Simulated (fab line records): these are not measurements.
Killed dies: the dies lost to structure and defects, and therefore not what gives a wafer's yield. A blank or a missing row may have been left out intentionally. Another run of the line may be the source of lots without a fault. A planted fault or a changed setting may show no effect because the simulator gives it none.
One fault seen from 2 desks :: flow n5-finfet :: numbers are kept per desk, each desk with only its own; the story behind them comes last
Where a reading is given only as a bound, like >300, the bound stands for it, and a mean or a difference that rests on one is marked > or <: the true number lies beyond.

THE DEFECT DESK
For each lot, the counts of the inspections along the route, averaged over the sampled wafers that have a number. Marked OUT: a lot whose mean sits more than 4 standard deviations from the usual mean, which makes it out of limits; the brackets give that distance.
Columns: A = raw-defect-count at N5_WELL_APT_INSPECT_38, usual 12; B = raw-defect-count at N5_PMOS_HMC_CHANNEL_EPI_INSPECT_11, usual 1.6
lot: L980
first seen here: day 2 04:50
A: 9
B: 0.7

lot: L991
first seen here: day 4 23:23
A: 1467 (+99 or more) OUT
B: >300 (+99 or more) OUT

lot: L992
first seen here: day 5 05:54
A: 1437 (+99 or more) OUT
B: >300 (+99 or more) OUT

lot: L995
first seen here: day 5 22:53
A: 16
B: 0.3
Finding of this desk: L991, L992 out of limits; the first was L991 at day 4 23:23, on raw-defect-count at N5_WELL_APT_INSPECT_38. Within limits: L980, L995.

THE METROLOGY DESK
Means of the sampled wafers that have a number, per lot and without regard to the tool the lot ran on: this is what the gauges read. Marked OUT: a lot whose mean sits more than 4 standard deviations from the usual mean, which makes it out of limits; the brackets give that distance. 7 of its 10 readings are shown, namely those furthest out on some lot.
Columns: A = DIBL_N at N5_BEOL_M4_RC_MEAS_101, usual 36.0 mV/V; B = DIBL_P at N5_BEOL_M4_RC_MEAS_101, usual 36.2 mV/V; C = IOFF_N at N5_BEOL_M4_RC_MEAS_101, usual 0.16 nA/um; D = ION_N at N5_BEOL_M4_RC_MEAS_101, usual 675 uA/um; E = ION_P at N5_BEOL_M4_RC_MEAS_101, usual 463 uA/um; F = VT_N at N5_BEOL_M4_RC_MEAS_101, usual 250 mV; G = VT_P at N5_BEOL_M4_RC_MEAS_101, usual -251 mV
lot: L980
first seen here: day 8 20:29
A: 35.0
B: 36.7
C: 0.14
D: 664
E: 455
F: 253
G: -253

lot: L991
first seen here: day 11 09:58
A: 36.0
B: 37.5
C: 0.18
D: 681
E: 469
F: 248
G: -247

lot: L992
first seen here: day 12 05:01
A: 33.8
B: 34.0
C: 0.12
D: 665
E: 466
F: 254
G: -252

lot: L995
first seen here: day 12 15:43
A: 34.9
B: 34.8
C: 0.13
D: 664
E: 458
F: 254
G: -253
This desk's finding: nothing out of limits on any of the 4 lots.

PUT TOGETHER
The defect desk could have raised an alarm at day 4 23:23, on L991, L992.
Metrology desk: nothing out of limits seen.
The metrology desk has L991, L992 on record, within its limits.
All the named lots went through N5_WELL_APT_PRECLEAN_39 on wet-bench-03.

WHAT THE SIMULATOR HAD PUT IN
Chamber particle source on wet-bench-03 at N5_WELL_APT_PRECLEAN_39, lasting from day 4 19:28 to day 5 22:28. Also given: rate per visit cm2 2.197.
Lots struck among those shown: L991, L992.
Hours from the fault's start to each desk's first reading out of limits: the defect desk, 4.
